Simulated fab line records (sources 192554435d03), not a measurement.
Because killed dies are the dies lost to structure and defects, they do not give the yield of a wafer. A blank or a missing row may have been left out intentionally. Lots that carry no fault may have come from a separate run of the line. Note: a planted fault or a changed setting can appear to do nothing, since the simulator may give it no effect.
Chamber matching | flow n5-finfet | pecvd-04 running N5_FIN_SAQP_PECVD_06: 3 sister chambers
The step deposits a-Si from SiH4/He, target thk 60 nm, time 48.1 s. 6 wafers are shown with their chamber, then 9 later ones without.

## WAFERS PAIRED WITH THEIR CHAMBERS
wafer  | chamber | throttle-valve-pct (%) | showerhead-plenum-p-Torr (Torr)
L083.3 | 2       | 17.5                   | 5.70
L083.5 | 2       | 17.5                   | 5.71
L088.4 | 1       | 19.0                   | 5.73
L090.3 | 0       | 20.3                   | 5.57
L090.4 | 0       | 20.5                   | 5.56
L090.6 | 1       | 19.0                   | 5.75

## WAFERS MISSING THEIR CHAMBER
wafer  | throttle-valve-pct (%) | showerhead-plenum-p-Torr (Torr)
L093.1 | 20.3                   | 5.57
L093.5 | 19.9                   | 5.56
L093.6 | 17.6                   | 5.71
L094.2 | 19.0                   | 5.74
L094.3 | 20.1                   | 5.56
L094.6 | 17.6                   | 5.72
L097.1 | 17.7                   | 5.70
L097.2 | 19.4                   | 5.74
L097.3 | 17.7                   | 5.70

## EACH ONE'S CHAMBER
wafer  | from the rows above | in truth
L093.1 | 0                   | 0
L093.5 | 0                   | 0
L093.6 | 2                   | 2
L094.2 | 1                   | 1
L094.3 | 0                   | 0
L094.6 | 2                   | 2
L097.1 | 2                   | 2
L097.2 | 1                   | 1
L097.3 | 2                   | 2
Correctly placed: 9 of 9. Can't be placed from these rows: 0. Wrongly placed: 0.
How it was worked out, from the rows above alone: a wafer's distance from a chamber is the root of the sum, over the readings, of the square of ((its reading less the chamber's mean) divided by the reading's scatter). The wafer belongs to the nearest chamber; if the next one is less than 2 further off, it can't be placed. Each chamber's mean is taken over the wafers shown for it. The scatter is the square root of a quotient: the sum, over the shown wafers, of each reading's squared deviation from its chamber's mean, divided by wafers minus chambers.
